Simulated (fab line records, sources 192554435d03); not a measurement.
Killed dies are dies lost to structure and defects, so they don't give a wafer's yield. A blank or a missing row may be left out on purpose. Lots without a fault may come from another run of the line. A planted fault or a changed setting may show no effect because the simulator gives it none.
Problem report in the 8D (eight disciplines) form, filled by code | flow n5_finfet | the parts of the form that need people (team, actions taken, sign-off) are left out

1. THE PROBLEM
spin_speed_rpm at N5_BEOL_M6_COAT_59 reads a mean of 1571.2 rpm on 6 wafers of 2 lots; wafers without a fault read 1499.8 rpm with a standard deviation of 1.1. That is +65 standard deviations from the usual mean.
The step: time 60 s, resist thk 100 nm.
First seen on wafer L839.3, day 11 11:31, on litho_track-02. The record holds 36 wafers of 12 lots with a number at this step. Rule for "out", or "out of limits": more than 4 standard deviations from the usual mean. The other wafers with a number count as sound.

2. WHAT IT IS AND WHAT IT IS NOT
question                    | is                     | is not
which readings at this step | spin_speed_rpm         | exhaust_pa, heater_power_total_W
which lots                  | L838, L839             | L828, L829, L832, L841, L845, L847, L848, L849, L850, L851
which wafers of those lots  | all that have a number | -
read on which tools         | litho_track-02         | litho_track-01, litho_track-05
when                        | from day 11 11:31      | up to then (9 sound wafers); but 21 sound wafers of L841, L845, L847, L848, L849, L850, L851 came after

3. SUSPECTS, AND WHAT RULES EACH OUT
Counting: a tool at a process step up to the reading stays a suspect if it ran every lot that is out and no sound lot after the first of them.
- litho_track-02 at N5_BEOL_M6_COAT_59 (time 60 s, resist thk 100 nm): ruled out as a lasting fault. Sound lots L849, L850, L851 ran on it after its first lot that is out, L839 (day 11 11:31).
Left after counting: nothing in the record.

4. THE CAUSE (what the simulator had put in)
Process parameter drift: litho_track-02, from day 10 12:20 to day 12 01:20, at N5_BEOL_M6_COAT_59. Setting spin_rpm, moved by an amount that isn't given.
Counting ruled it out, wrongly.

5. THE CHAIN OF EFFECTS, in route order
Each row: a reading whose mean over the struck wafers that have a number lies more than 3 standard deviations from the usual. Only readings for which the record gives a usual standard deviation are gone through. hours: the time from each lot's start at the first step in this table that gives one to its start at this step, as a median over the lots. sigmas: the change in usual standard deviations.
hours | step               | reading        | usual      | on struck wafers | change | sigmas
0     | N5_BEOL_M6_COAT_59 | spin_speed_rpm | 1499.8 rpm | 1571.2           | +71.4  | +65
The process steps in it:
- N5_BEOL_M6_COAT_59: time 60 s, resist thk 100 nm.

6. WHAT WOULD HAVE CAUGHT IT SOONER
In this record the first reading out of limits was taken at day 11 11:31, 23 hours after the fault began at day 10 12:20.
